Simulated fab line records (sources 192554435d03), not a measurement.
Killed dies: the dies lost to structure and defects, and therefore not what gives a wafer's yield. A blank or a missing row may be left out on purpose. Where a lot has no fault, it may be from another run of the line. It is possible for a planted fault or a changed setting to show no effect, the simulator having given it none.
Matching of chambers | flow n5Finfet | 4 sister chambers for N5_SPACER0_ALD_00 on aldSin-02
The step deposits SiOCN, target thk 3.5 nm, pulse time 3 s, purge time 2 s. 8 wafers are shown with their chamber, then 10 later ones without.

EACH WAFER AND ITS CHAMBER
wafer  | chamber | heaterPowerW (W) | precursorPulseHeightRel
L085.6 | 2       | 691              | 0.959
L086.3 | 1       | 999              | 0.997
L086.4 | 2       | 694              | 1.010
L090.2 | 1       | 977              | 0.981
L090.5 | 3       | 733              | 1.021
L090.6 | 0       | 796              | 1.000
L091.2 | 0       | 825              | 0.989
L091.5 | 3       | 725              | 0.983

WAFERS MISSING THEIR CHAMBER
wafer  | heaterPowerW (W) | precursorPulseHeightRel
L091.6 | 964              | 1.009
L094.3 | 813              | 0.981
L094.4 | 967              | 0.978
L094.5 | 750              | 1.015
L095.1 | 977              | 1.022
L095.4 | 723              | 1.013
L095.6 | 1010             | 1.006
L096.2 | 699              | 0.986
L096.3 | 971              | 0.974
L096.4 | 753              | 0.999

WHICH CHAMBER EACH ONE RAN IN
wafer  | from the rows above     | in truth
L091.6 | 1                       | 1
L094.3 | 0                       | 0
L094.4 | 1                       | 1
L094.5 | 3                       | 3
L095.1 | 1                       | 1
L095.4 | can't be placed: 3 or 2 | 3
L095.6 | 1                       | 1
L096.2 | can't be placed: 2 or 3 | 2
L096.3 | 1                       | 1
L096.4 | 3                       | 3
Placed correctly: 8 of 10. Unplaceable from these rows: 2, with the true chamber sitting among the candidates in 2. Placed wrongly: 0.
How it was worked out, from the rows above alone: a wafer's distance from a chamber is the root of the sum, over the readings, of the square of ((its reading less the chamber's mean) divided by the reading's scatter). The wafer belongs to the nearest chamber; if the next one is less than 2 further off, it can't be placed. Each chamber's mean is taken over the wafers shown for it. The scatter: take each reading less its chamber's mean, square it, sum over the shown wafers, divide by the number of wafers less the number of chambers, and take the root.
